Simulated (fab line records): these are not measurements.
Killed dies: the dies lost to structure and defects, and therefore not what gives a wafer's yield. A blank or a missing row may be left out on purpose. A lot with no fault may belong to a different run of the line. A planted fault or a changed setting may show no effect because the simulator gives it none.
Chamber matching | flow nandHarc | rieDiel-09 running NHARC_A_STAIRCASE_DESCUM_186: 4 sister chambers
The step chemistry O2, time 3 s. 4 wafers are shown with their chamber, then 12 later ones without.

WAFERS PAIRED WITH THEIR CHAMBERS
wafer  | chamber | drypumpMotorCurrentA (A)
L082.5 | 1       | 6.2
L082.6 | 2       | 5.7
L083.5 | 0       | 5.2
L083.6 | 3       | 5.9

WAFERS WITH NO CHAMBER GIVEN
wafer  | drypumpMotorCurrentA (A)
L088.1 | 6.2
L088.2 | 5.7
L088.4 | 5.9
L090.3 | 6.2
L090.5 | 6.2
L090.6 | 5.7
L093.1 | 5.7
L093.4 | 5.3
L093.5 | 5.2
L095.2 | 6.1
L095.4 | 5.2
L095.5 | 5.7

WHICH CHAMBER EACH ONE RAN IN
wafer  | from the rows above | in truth
L088.1 | 1                   | 1
L088.2 | 2                   | 2
L088.4 | 3                   | 3
L090.3 | 1                   | 1
L090.5 | 1                   | 1
L090.6 | 2                   | 2
L093.1 | 2                   | 2
L093.4 | 0                   | 0
L093.5 | 0                   | 0
L095.2 | 1                   | 1
L095.4 | 0                   | 0
L095.5 | 2                   | 2
Correct placement for 12 of the 12. Number that these rows cannot place: 0. 0 placed wrongly.
How it was worked out, from the rows above alone: a wafer's distance from a chamber is the root of the sum, over the readings, of the square of ((its reading less the chamber's mean) divided by the reading's scatter). The wafer belongs to the nearest chamber; if the next one is less than 2 further off, it can't be placed. The mean given for a chamber averages the wafers shown for that chamber. The scatter (one wafer shown for each chamber): square how far every hidden wafer sits from the nearest shown wafer, average those squares and take the square root.
